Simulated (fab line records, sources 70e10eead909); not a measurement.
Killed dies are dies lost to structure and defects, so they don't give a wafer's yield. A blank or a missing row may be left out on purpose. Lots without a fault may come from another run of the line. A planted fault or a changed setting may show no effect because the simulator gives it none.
A struck lot beside a sound one | flow nand_harc | 14 steps out of a route of 1159
Sound: wafers L774.2, L774.5, L774.6. Struck: wafer L786.3. (L786.1 of the same lot was not struck and is left out.) The cause comes at the end.
At each step with rows: each side's tool, then ch and its chambers, then its first start. Under that, the readings that differ: sound wafers | struck wafers | difference of the means | sigmas: that difference in standard deviations of wafers without a fault.
alike: readings whose means differ by less than 2 such deviations, and words and numbers that are the same on both sides. not compared: withheld readings, readings that some wafer has no value for, bounds like >300 that may hide the same value, and numbers for which the record gives no deviation and whose values overlap.
The two part at a step that has a row with sigmas, a row that says differs or no value, or rows on one side only. Numbers that don't overlap but have no deviation are shown without sigmas and don't part them. A reading that every wafer of one side lacks parts them only if that side has two wafers or more.

first, 4 steps without rows for these wafers: NHARC_A_WL_FILL_STRIP_28 (strips in post etch residue remover, time 1200 s); NHARC_A_WL_FILL_PRECLEAN_06 (cleans in DIW, time 300 s); NHARC_A_WL_FILL_SRD_07; NHARC_A_WL_FILL_ANNEAL_08 (time 1800 s).
NHARC_A_WL_FILL_ALD_10: deposits SiO2, target thk 50 nm, pulse time 10 s, ald cycles 500.
  sound on ald_hk-01 ch 0,1,2, day 17 08:13; struck on ald_hk-04 ch 0, day 20 11:20
  alike: heater_power_w, precursor_pulse_height_rel
NHARC_A_WL_FILL_ETCHBACK_16: etches the open film in C4F8/O2/Ar, target depth 88 nm, time 17.6 s.
  sound on rie_diel-06 ch 0,1,2; struck on rie_diel-12 ch 2
  alike: oes_product_au, rf_fwd_power_W, rf_vpp_V, run_length_s
  not compared: rf_hours_counter_h
NHARC_A_WL_FILL_STRIP_29: strips in O2, time 20 s.
  sound on rie_diel-06 ch 1,2, day 17 11:25; struck on rie_diel-12 ch 2, day 20 16:04
  reading                     | sound       | struck | difference | sigmas
  drypump_motor_current_A (A) | 4.8 4.8 6.1 | 6.6    | +1.4       | +2
  alike: o2_flow_sccm, oes_product_au, rf_vpp_V, showerhead_plenum_p_Torr, throttle_valve_pct
  not compared: rf_hours_counter_h
NHARC_A_WL_FILL_ETCHBACK_17: etches the open film in Cl2/BCl3, target depth 4 nm, time 26.7 s.
  sound on rie_metal-01 ch 0,1, day 17 11:32; struck on rie_metal-01 ch 1, day 20 16:10
  alike: drypump_motor_current_A, he_backside_leak_sccm, oes_product_au, run_length_s
  not compared: rf_hours_counter_h
then, 3 steps without rows for these wafers: NHARC_A_WL_FILL_PRECLEAN_18 (cleans in dHF, time 30 s); NHARC_A_WL_FILL_SRD_21; NHARC_A_WL_FILL_CVD_23 (deposits poly-Si, target thk 40 nm, time 800 s).
NHARC_A_WL_FILL_ETCHBACK_26: etches the open film in HBr, target depth 52 nm, time 13.3 s.
  sound on rie_si-05 ch 0,1,2, day 17 16:43; struck on rie_si-06 ch 2, day 20 21:13
  reading                      | sound                | struck | difference | sigmas
  he_backside_leak_sccm (sccm) | 2.08 2.32 2.51       | 2.93   | +0.63      | +3
  run_length_s (s)             | 34.4 34.5 34.9       | 31.5   | -3.1       | -8
  throttle_valve_pct (%)       | 23.244 23.252 23.248 | 23.281 | +0.033     | +4
  alike: drypump_motor_current_A, oes_product_au
  not compared: rf_fwd_power_W, rf_hours_counter_h
then, 1 step without rows for these wafers: NHARC_A_WL_FILL_PRECLEAN_30 (cleans in dHF, time 10 s).
NHARC_END_SORT_01:
  the record has rows for the sound wafers here (prober-01 ch 0, day 20 22:39) and none for the struck ones

WHERE THEY PART
First at NHARC_A_WL_FILL_STRIP_29; last, within this record, at NHARC_END_SORT_01.

WHY: what the simulator had put in
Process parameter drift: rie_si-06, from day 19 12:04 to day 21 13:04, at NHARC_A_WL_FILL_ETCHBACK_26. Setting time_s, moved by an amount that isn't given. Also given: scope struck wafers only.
